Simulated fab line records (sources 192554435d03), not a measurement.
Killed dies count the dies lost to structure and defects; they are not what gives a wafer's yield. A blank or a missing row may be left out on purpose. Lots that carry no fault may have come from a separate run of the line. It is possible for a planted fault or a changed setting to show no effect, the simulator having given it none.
Which tool did it?	flow n5-finfet	32 wafers from 11 lots sampled at 5 of the route's 1938 steps

## WHAT THE GAUGES SHOWED, per wafer
Not one reading of a measure or inspect step in the record can be checked against a usual standard deviation.

## EACH LOT AND THE TOOL THAT RAN IT (in order: tool; ch and the chambers of the sampled wafers; start)
lot	N5_BEOL_M12_ETCH_38	N5_BEOL_M12_DEGAS_41	N5_BEOL_M12_SPUTTER_43	N5_BEOL_M12_SPUTTER_44	N5_BEOL_M12_CMP_49
L315	rie-diel-06 ch 0,2, day 13 14:46	pvd-sputter-02, day 13 15:05	pvd-sputter-02, day 13 15:10	pvd-sputter-02, day 13 15:14	cmp-04 ch 1,2,3, day 13 16:20
L318	rie-diel-01 ch 2,3, day 13 21:50	pvd-sputter-02, day 13 22:04	pvd-sputter-02, day 13 22:09	pvd-sputter-02, day 13 22:14	cmp-01 ch 0,1,2, day 13 22:55
L319	rie-diel-06 ch 0,3, day 13 22:03	pvd-sputter-03, day 13 22:17	pvd-sputter-03, day 13 22:22	pvd-sputter-03, day 13 22:27	cmp-02 ch 0,2,3, day 13 23:13
L321	rie-diel-01 ch 2,3, day 14 05:11	pvd-sputter-03, day 14 05:52	pvd-sputter-03, day 14 05:57	pvd-sputter-03, day 14 06:02	cmp-04 ch 0,1,3, day 14 06:54
L322	rie-diel-04 ch 0,1,3, day 14 12:21	pvd-sputter-02, day 14 14:22	pvd-sputter-02, day 14 14:27	pvd-sputter-02, day 14 14:32	cmp-04 ch 1,2,3, day 14 15:20
L323	rie-diel-01 ch 1,2, day 14 19:27	pvd-sputter-01, day 14 20:01	pvd-sputter-01, day 14 20:06	pvd-sputter-01, day 14 20:11	cmp-01 ch 0,2,3, day 14 20:53
L329	rie-diel-04 ch 0,1, day 16 19:08	pvd-sputter-02, day 16 19:32	pvd-sputter-02, day 16 19:37	pvd-sputter-02, day 16 19:41	cmp-02 ch 1,3, day 16 20:47
L333	rie-diel-01 ch 0,1,3, day 17 12:20	pvd-sputter-03, day 17 12:53	pvd-sputter-03, day 17 12:58	pvd-sputter-03, day 17 13:02	cmp-01 ch 0,1,2, day 17 13:41
L332	rie-diel-04 ch 1,3, day 17 12:38	pvd-sputter-02, day 17 13:06	pvd-sputter-02, day 17 13:11	pvd-sputter-02, day 17 13:16	cmp-02 ch 0,1, day 17 14:00
L335	rie-diel-06 ch 0,3, day 18 19:11	pvd-sputter-03, day 18 19:31	pvd-sputter-03, day 18 19:36	pvd-sputter-03, day 18 19:41	cmp-04 ch 0,1,2, day 18 20:22
L334	rie-diel-04 ch 1,2,3, day 19 11:23	pvd-sputter-01, day 19 11:46	pvd-sputter-01, day 19 11:50	pvd-sputter-01, day 19 11:55	cmp-02 ch 1,2,3, day 19 12:42
- N5_BEOL_M12_ETCH_38: etches SiCN in CF4/N2, target depth 68.7 nm, time 73.4 s.
- N5_BEOL_M12_DEGAS_41: time 60 s.
- N5_BEOL_M12_SPUTTER_43: material TaN, target thk 15 nm, time 24.19 s.
- N5_BEOL_M12_SPUTTER_44: material Ta, target thk 10 nm, time 16.13 s.
- N5_BEOL_M12_CMP_49: polishes, stops on SiOC, t overpolish 20.6 s, target thk 320 nm.

## WHAT THE TOOLS THEMSELVES READ (means of the sampled wafers that have a number; where no wafer has one, the mark that the record gives instead)
N5_BEOL_M12_ETCH_38.
lot	tool	drypump-motor-current-A (A)	oes-product-au (a.u.)	rf-vpp-V (V)	showerhead-plenum-p-Torr (Torr)	throttle-valve-pct (%)
L315	rie-diel-06	5.6	0.71	383.4	2.21	15.63
L318	rie-diel-01	5.8	0.75	381.9	2.18	15.64
L319	rie-diel-06	5.9	0.72	381.4	2.18	15.54
L321	rie-diel-01	5.8	0.75	381.8	2.18	15.64
L322	rie-diel-04	6.1	0.77	383.4	2.27	15.33
L323	rie-diel-01	6.0	0.78	381.7	2.16	15.57
L329	rie-diel-04	5.8	0.78	384.0	2.25	15.36
L333	rie-diel-01	5.7	0.75	383.2	2.23	15.59
L332	rie-diel-04	5.7	0.72	382.7	2.21	15.34
L335	rie-diel-06	5.9	0.77	381.5	2.17	15.47
L334	rie-diel-04	5.7	0.84	382.3	2.23	15.29

N5_BEOL_M12_DEGAS_41.
lot	tool	heater-power-w (W)
L315	pvd-sputter-02	367
L318	pvd-sputter-02	360
L319	pvd-sputter-03	324
L321	pvd-sputter-03	303
L322	pvd-sputter-02	357
L323	pvd-sputter-01	396
L329	pvd-sputter-02	349
L333	pvd-sputter-03	322
L332	pvd-sputter-02	341
L335	pvd-sputter-03	309
L334	pvd-sputter-01	372

N5_BEOL_M12_SPUTTER_43.
lot	tool	throttle-valve-pct (%)
L315	pvd-sputter-02	29.6
L318	pvd-sputter-02	30.4
L319	pvd-sputter-03	28.7
L321	pvd-sputter-03	29.6
L322	pvd-sputter-02	30.0
L323	pvd-sputter-01	30.8
L329	pvd-sputter-02	30.4
L333	pvd-sputter-03	29.1
L332	pvd-sputter-02	30.9
L335	pvd-sputter-03	29.2
L334	pvd-sputter-01	30.0

N5_BEOL_M12_SPUTTER_44.
lot	tool	throttle-valve-pct (%)
L315	pvd-sputter-02	29.7
L318	pvd-sputter-02	30.4
L319	pvd-sputter-03	28.7
L321	pvd-sputter-03	29.6
L322	pvd-sputter-02	30.0
L323	pvd-sputter-01	30.9
L329	pvd-sputter-02	30.5
L333	pvd-sputter-03	29.2
L332	pvd-sputter-02	30.8
L335	pvd-sputter-03	29.2
L334	pvd-sputter-01	29.9

N5_BEOL_M12_CMP_49.
lot	tool	barrier-field-endpoint-s (s)	motor-current-A (A)	pad-life-wafers
L315	cmp-04	30.3	6.2	1100
L318	cmp-01	31.1	6.3	488
L319	cmp-02	31.2	5.8	2067
L321	cmp-04	29.8	6.5	1202
L322	cmp-04	30.1	6.2	1268
L323	cmp-01	30.1	5.9	704
L329	cmp-02	33.3	5.8	427
L333	cmp-01	29.3	6.4	1244
L332	cmp-02	32.3	5.9	558
L335	cmp-04	29.6	6.0	2054
L334	cmp-02	30.7	5.9	950

## THE ANSWER, worked out from the rows above alone
Rule: usual is defined by the lots themselves. Put in order of their means at a reading, lots are off if they are a third of the lots or fewer, leave a main group of 4 or more, and stand apart from it by a gap of 3 or more times the standard deviation of the main group's means; of several such gaps the widest counts. A main group whose means are all the same, to the digits that the tables above print for the reading, isn't used. A lot without any number at a reading at which 4 lots or more have one is off too. Any other lot the step has rows for is counted as sound. The gauges are gone through in route order, then the tools' own readings, and for those a lot's mean is taken as printed above. The first step at which some lot is off is used, and at that step the reading that is off furthest; a lot without a number counts as furthest.
Nothing can be told from this: no lot is off at any reading shown.

## WHAT WAS PUT IN BY THE SIMULATOR
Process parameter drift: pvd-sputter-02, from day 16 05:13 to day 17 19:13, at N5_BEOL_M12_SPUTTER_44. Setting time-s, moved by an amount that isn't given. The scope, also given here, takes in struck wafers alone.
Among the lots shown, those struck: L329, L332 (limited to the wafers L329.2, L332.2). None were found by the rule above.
